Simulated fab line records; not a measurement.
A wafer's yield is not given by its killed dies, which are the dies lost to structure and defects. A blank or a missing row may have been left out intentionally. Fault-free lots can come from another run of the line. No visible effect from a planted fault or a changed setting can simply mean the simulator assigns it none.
fab line records	flow n5_finfet
record: lots: 10	wafers: 30	last_day: 17
route steps=1938 shown BEOL_M10@1470
lots untouched by any fault: they come from a run of this same line in which no faults occurred
start_h: the number of hours between the record's first day and the start of the first shown wafer of the lot	wait_h: hours from the lot's prior step to this one	" the same as in the row above	L1.1+2: a single row standing in for several wafers	- no value present, or no start provided	* or withheld: withheld	< > ~ a bound
route shown NAME@n: NAME is a module with steps in the file, n the number in the route of the first one	usual: mean/standard deviation taken from wafers without a fault	same: alike in all rows	chamber/n: place in a boat	sites: the reading at each site	_std_site: the standard deviation of these	_edge_site: inner sites' mean taken away from outer sites' mean	radius_mm: how far each site lies from the wafer's centre	mask NAME#n: copy n	behind: the most recent tool/chamber to have shaped the wafer	hold: why the lot went on hold/how many hours it stayed there/how the hold came to an end	device: whichever transistor did not switch (one of n, p or np)	end of line: the same wafers' tests at the end of the route	a step with no rows: only its recipe	killed: at the first sort, the dies lost to defects and structure; wafer yield is something else	map: the dies of a wafer, with x for killed, . for not killed, _ for no die there
set.NAME: the setting the step ran with; set.NAME@STEP: the setting that earlier step ran with	model.NAME: the simulator's own value behind a step, which no gauge read
the route's steps for a sample of lots (tables are steps, rows are wafers)
services: the hour from which a tool's chamber was out of use, counted from the record's first day as start_h (under 0 if before that day), plus the number of hours and why
== steps ==
step: N5_BEOL_M10_ILD_DEP_00
recipe: material: SiCOH_lowk	target_thk_a: 3085.1	temp_c: 300	precursor: DEMS/porogen	pressure_torr: 5	rf_w: 500	time_s: 58
usual: heater_power_w: 321/44	rf_fwd_power_W: 496.1/1.7	showerhead_plenum_p_Torr: 5.743/0.014	throttle_valve_pct: 13.8/0.82
lot.wafer	tool	chamber	start_h	wait_h	heater_power_w	rf_fwd_power_W	showerhead_plenum_p_Torr	throttle_valve_pct
L581.1	pecvd-01	1	201.89	0.0	391	496.6	5.747	14.0
L581.3	"	0	"	"	238	498.0	5.734	13.7
L581.6	"	0	"	"	247	498.0	5.715	13.5
L583.1	pecvd-01	1	207.75	0.0	397	494.2	5.757	14.1
L583.4	"	0	"	"	275	494.6	5.733	13.6
L583.6	"	1	"	"	411	494.0	5.756	13.8
L584.2	pecvd-01	1	233.66	0.0	376	495.1	5.754	14.1
L584.3	"	0	"	"	226	497.9	5.739	13.6
L584.5	"	2	"	"	307	499.6	5.755	14.4
L586.2	pecvd-02	2	240.11	0.0	328	495.3	5.754	13.8
L586.4	"	0	"	"	332	495.5	5.742	14.8
L586.6	"	2	"	"	244	496.7	5.758	13.4
L587.1	pecvd-04	0	247.49	0.0	315	495.4	5.724	13.9
L587.4	"	2	"	"	335	494.7	5.764	12.1
L587.5	"	1	"	"	281	495.8	5.734	15.2
L593.1	pecvd-04	2	287.77	0.0	338	495.3	5.759	11.9
L593.2	"	0	"	"	310	494.7	5.733	13.8
L593.4	"	0	"	"	326	497.9	5.718	13.9
L600.2	pecvd-01	2	317.84	0.0	288	498.6	5.763	12.4
L600.5	"	1	"	"	347	495.6	5.759	14.1
L600.6	"	2	"	"	315	497.4	5.753	12.5
L601.3	pecvd-04	1	328.76	0.0	360	494.5	5.745	15.0
L601.4	"	0	"	"	288	497.8	5.742	13.6
L601.5	"	1	"	"	284	496.7	5.752	15.0
L602.1	pecvd-04	2	330.55	0.0	282	497.0	5.768	12.3
L602.2	"	0	"	"	277	494.6	5.723	13.8
L602.6	"	1	"	"	345	497.0	5.734	15.0
L603.1	pecvd-02	2	351.69	0.0	271	495.4	5.751	13.9
L603.2	"	0	"	"	365	492.7	5.746	14.7
L603.5	"	1	"	"	330	497.7	5.733	14.2
step: N5_BEOL_M10_ETCH_61
recipe: chemistry: CF4	target: SiARC	target_depth_a: 390	mask_material: CAR-ArF	time_s: 65	ion_energy_ev: 80	pressure_mtorr: 40	source_w: 545	bias_w: 36	Ar_flow_sccm: 100	cf4_flow_sccm: 100	ends: cleared
usual: bias_w: 36.00/0.1	cf4_flow_sccm: 100.0/0.3	drypump_motor_current_A: 5.6/0.4	etch_rf_on_time_s: 64.5/1.3	oes_product_au: 0.67/0.068	rf_fwd_power_W: 539.4/2.2	rf_vpp_V: 183.7/1.1	showerhead_plenum_p_Torr: 2.12/0.066	throttle_valve_pct: 15.60/0.13
lot.wafer	tool	chamber	start_h	wait_h	bias_w	cf4_flow_sccm	drypump_motor_current_A	etch_rf_on_time_s	oes_product_au	rf_fwd_power_W	rf_hours_counter_h	rf_vpp_V	showerhead_plenum_p_Torr	throttle_valve_pct
L581.1	rie_diel-05	3	203.90	0.0	35.95	99.5	5.2	62.3	0.78	537.4	25	183.3	2.10	15.61
L581.3	"	1	"	"	36.06	99.5	5.2	65.2	0.60	539.0	197	185.6	2.12	15.67
L581.6	"	1	"	"	36.04	99.8	5.2	65.0	0.62	538.2	-	183.6	2.12	15.65
L583.1	rie_diel-03	1	210.15	0.0	36.07	100.4	5.3	63.6	0.81	541.1	20	184.3	2.18	15.55
L583.4	"	3	"	"	36.20	100.4	5.6	65.4	0.74	541.6	53	183.9	2.09	15.49
L583.6	"	2	"	"	36.06	99.9	6.2	62.4	0.64	543.4	-	182.7	2.04	15.65
L584.2	rie_diel-03	2	236.04	0.0	36.07	99.8	6.2	62.7	0.62	542.7	193	183.8	2.04	15.65
L584.3	"	0	"	"	35.88	99.8	6.1	63.9	0.67	540.0	122	184.3	2.07	15.66
L584.5	"	1	"	"	36.04	99.9	5.3	63.7	0.79	539.4	-	185.0	2.18	15.57
L586.2	rie_diel-05	0	242.20	0.0	36.07	99.8	5.7	64.0	0.61	539.2	213	183.2	2.12	15.76
L586.4	"	1	"	"	36.10	100.6	5.2	65.7	0.61	538.5	210	182.5	2.11	15.69
L586.6	"	3	"	"	36.08	100.1	5.2	63.1	0.75	538.7	-	181.9	2.09	15.63
L587.1	rie_diel-06	1	249.00	0.0	36.06	99.8	5.4	63.5	0.65	535.8	164	183.5	2.13	15.39
L587.4	"	2	"	"	36.10	100.6	5.7	66.1	0.77	539.3	25	185.2	2.27	15.35
L587.5	"	2	"	"	35.99	99.9	5.6	66.1	0.76	535.8	-	183.8	2.27	15.33
L593.1	rie_diel-03	1	290.16	0.0	36.08	100.0	5.3	63.2	0.75	542.5	49	184.1	2.17	15.63
L593.2	"	3	"	"	35.99	100.1	5.6	65.1	0.70	541.3	81	184.6	2.08	15.55
L593.4	"	2	"	"	35.88	99.7	6.2	62.3	0.62	541.2	211	183.3	2.03	15.72
L600.2	rie_diel-03	0	321.35	0.0	36.11	70.1	6.1	67.0	0.64	539.3	154	183.2	1.85	14.46
L600.5	"	1	"	"	35.81	69.5	5.3	67.3	0.72	543.2	-	186.2	1.95	14.37
L600.6	"	0	"	"	35.96	69.7	6.1	67.6	0.63	541.8	-	183.5	1.85	14.47
L601.3	rie_diel-03	0	330.10	0.0	36.04	70.2	6.1	66.6	0.64	535.8	156	183.0	1.85	14.46
L601.4	"	2	"	"	36.10	69.6	6.2	66.2	0.59	544.0	223	182.8	1.81	14.48
L601.5	"	3	"	"	35.93	70.0	5.6	68.3	0.68	536.3	-	182.8	1.86	14.31
L602.1	rie_diel-05	2	334.65	0.0	35.96	99.9	5.6	65.0	0.60	540.4	241	185.4	2.20	15.46
L602.2	"	0	"	"	36.00	100.3	5.7	64.3	0.59	538.0	247	183.4	2.10	15.82
L602.6	"	1	"	"	35.97	100.0	5.2	65.7	0.59	538.5	-	184.0	2.10	15.75
L603.1	rie_diel-05	1	354.14	0.0	36.10	100.3	5.2	67.0	0.58	538.1	250	183.6	2.10	15.77
L603.2	"	3	"	"	35.86	100.0	5.2	63.8	0.70	540.2	77	184.5	2.08	15.70
L603.5	"	2	"	"	35.97	99.9	5.7	65.4	0.59	541.1	-	185.0	2.20	15.48
step: N5_BEOL_M10_STRIP_19
recipe: chemistry: O2	power_w: 400	temp_c: 40	pressure_mtorr: 30	rf_frequency_hz: 6e+07	bias_power_w: 0	overash_fraction: 0.2	o2_flow_sccm: 225
usual: drypump_motor_current_A: 5.7/0.41	oes_product_au: 0.80/0.088	rf_vpp_V: 3.7/0.58	showerhead_plenum_p_Torr: 2.08/0.077	throttle_valve_pct: 16.67/0.15
lot.wafer	tool	chamber	start_h	wait_h	drypump_motor_current_A	oes_product_au	rf_hours_counter_h	rf_vpp_V	showerhead_plenum_p_Torr	throttle_valve_pct
L581.1	rie_diel-03	2	204.25	0.1	6.2	0.73	180	3.9	2.01	16.79
L581.3	"	1	"	"	5.3	0.94	18	3.5	2.17	16.76
L581.6	"	0	"	"	6.1	0.81	-	4.6	2.04	16.75
L583.1	rie_diel-03	2	210.50	0.1	6.2	0.72	183	3.1	2.01	16.77
L583.4	"	0	"	"	6.1	0.80	114	3.5	2.03	16.74
L583.6	"	3	"	"	5.6	0.89	-	3.7	2.04	16.58
L584.2	rie_diel-06	2	236.40	0.1	5.6	0.92	19	3.1	2.24	16.41
L584.3	"	3	"	"	6.4	0.69	221	2.8	1.99	16.67
L584.5	"	3	"	"	6.4	0.70	-	3.3	1.99	16.68
L586.2	rie_diel-03	0	242.55	0.1	6.1	0.78	125	3.5	2.03	16.77
L586.4	"	3	"	"	5.6	0.86	66	3.2	2.03	16.57
L586.6	"	3	"	"	5.6	0.86	-	2.9	2.04	16.58
L587.1	rie_diel-06	1	249.34	0.1	5.4	0.75	164	4.3	2.08	16.44
L587.4	"	2	"	"	5.7	0.90	25	3.0	2.23	16.43
L587.5	"	2	"	"	5.6	0.90	-	4.5	2.23	16.45
L593.1	rie_diel-03	1	290.52	0.1	5.3	0.89	49	3.5	2.16	16.82
L593.2	"	3	"	"	5.6	0.83	81	5.0	2.03	16.58
L593.4	"	2	"	"	6.1	0.70	211	4.2	2.00	16.82
L600.2	rie_diel-03	2	321.93	0.3	6.2	0.69	221	4.1	2.00	16.85
L600.5	"	2	"	"	6.2	0.69	-	4.2	2.00	16.83
L600.6	"	1	"	"	5.3	0.86	-	3.5	2.15	16.84
L601.3	rie_diel-06	0	330.45	0.1	5.0	0.90	29	3.8	2.16	16.65
L601.4	"	2	"	"	5.6	0.85	-	4.8	2.22	16.49
L601.5	"	0	"	"	5.1	0.91	-	2.5	2.16	16.66
L602.1	rie_diel-06	2	335.01	0.1	5.7	0.84	56	3.8	2.22	16.50
L602.2	"	1	"	"	5.4	0.72	194	3.6	2.07	16.49
L602.6	"	0	"	"	5.1	0.91	-	3.5	2.16	16.65
L603.1	rie_diel-03	1	354.49	0.1	5.3	0.84	72	4.2	2.15	16.86
L603.2	"	3	"	"	5.6	0.82	102	3.5	2.02	16.64
L603.5	"	0	"	"	6.1	0.75	-	4.1	2.02	16.85
step: N5_BEOL_M10_CD_MEAS_18
recipe: pitch_nm: 140	target_cd_nm: 70
usual: cd_nm: 70.1/0.62
lot.wafer	tool	chamber	start_h	wait_h	cd_nm
L581.1	cd_sem-01	-	204.32	0.0	70.3
L581.3	"	-	"	"	70.2
L581.6	"	-	"	"	70.3
L583.1	cd_sem-03	-	210.57	0.1	69.1
L583.4	"	-	"	"	68.9
L583.6	"	-	"	"	69.0
L584.2	cd_sem-02	-	236.47	0.1	69.7
L584.3	"	-	"	"	70.6
L584.5	"	-	"	"	70.4
L586.2	cd_sem-01	-	242.62	0.1	70.0
L586.4	"	-	"	"	69.9
L586.6	"	-	"	"	69.3
L587.1	cd_sem-01	-	249.41	0.0	69.5
L587.4	"	-	"	"	69.7
L587.5	"	-	"	"	70.3
L593.1	cd_sem-01	-	290.59	0.1	70.3
L593.2	"	-	"	"	70.3
L593.4	"	-	"	"	70.0
L600.2	cd_sem-01	-	322.00	0.1	70.3
L600.5	"	-	"	"	71.0
L600.6	"	-	"	"	71.0
L601.3	cd_sem-02	-	330.52	0.1	69.9
L601.4	"	-	"	"	70.0
L601.5	"	-	"	"	69.8
L602.1	cd_sem-01	-	335.08	0.0	71.0
L602.2	"	-	"	"	70.3
L602.6	"	-	"	"	70.6
L603.1	cd_sem-02	-	354.56	0.0	70.7
L603.2	"	-	"	"	69.6
L603.5	"	-	"	"	69.5
== services ==
tool	chamber	start_h	hours	kind
pecvd-01	-	219.34	6.0	pm
rie_diel-06	0	219.61	-	clean
rie_diel-06	0	219.61	-	consumable_replace:focus_ring
rie_diel-06	0	219.61	23.5	scheduled_down
rie_diel-06	0	219.61	23.5	vent_cycle
rie_diel-03	0	223.19	7.0	repair
pecvd-01	2	234.42	2.5	repair
pecvd-01	2	236.96	-	clean
pecvd-01	2	236.96	-	consumable_replace:showerhead
pecvd-01	2	236.96	29.0	scheduled_down
pecvd-01	2	236.96	29.0	vent_cycle
rie_diel-06	3	249.82	7.8	repair
pecvd-01	1	252.08	2.1	scheduled_down
rie_diel-06	1	268.25	3.5	repair
rie_diel-05	1	280.42	2.5	repair
pecvd-02	-	303.54	3.5	repair
pecvd-01	0	316.01	5.0	repair
rie_diel-06	3	326.48	-	clean
rie_diel-06	3	326.48	-	consumable_replace:focus_ring
rie_diel-06	3	326.48	-	consumable_replace:showerhead
rie_diel-06	3	326.48	11.6	scheduled_down
rie_diel-06	3	326.48	11.6	vent_cycle
pecvd-01	-	338.32	2.8	pm
rie_diel-05	0	343.60	-	clean
== key ==
first_sign: step: N5_BEOL_M10_ETCH_61	reading: cf4_flow_sccm	direction: down	sigmas: 99+	usual: 100.0	struck: 69.8
effect: step: N5_BEOL_M10_ETCH_61	reading: throttle_valve_pct	direction: down	sigmas: 8.9	usual: *	struck: *
met_at N5_BEOL_M10_ETCH_61
struck_lots L600,L601
not_acting_at N5_BEOL_M10_ILD_DEP_00,N5_BEOL_M10_STRIP_19,N5_BEOL_M10_CD_MEAS_18
onset_between 290.16 321.35
fault: kind: process_parameter_drift	tool: rie_diel-03	chamber: -	onset_h: 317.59	steps: N5_BEOL_M10_ETCH_61	channel: cf4_flow_sccm	offset: -30	shape: step	end_h: 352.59	acts_in: these_recipes_only	stated: 100
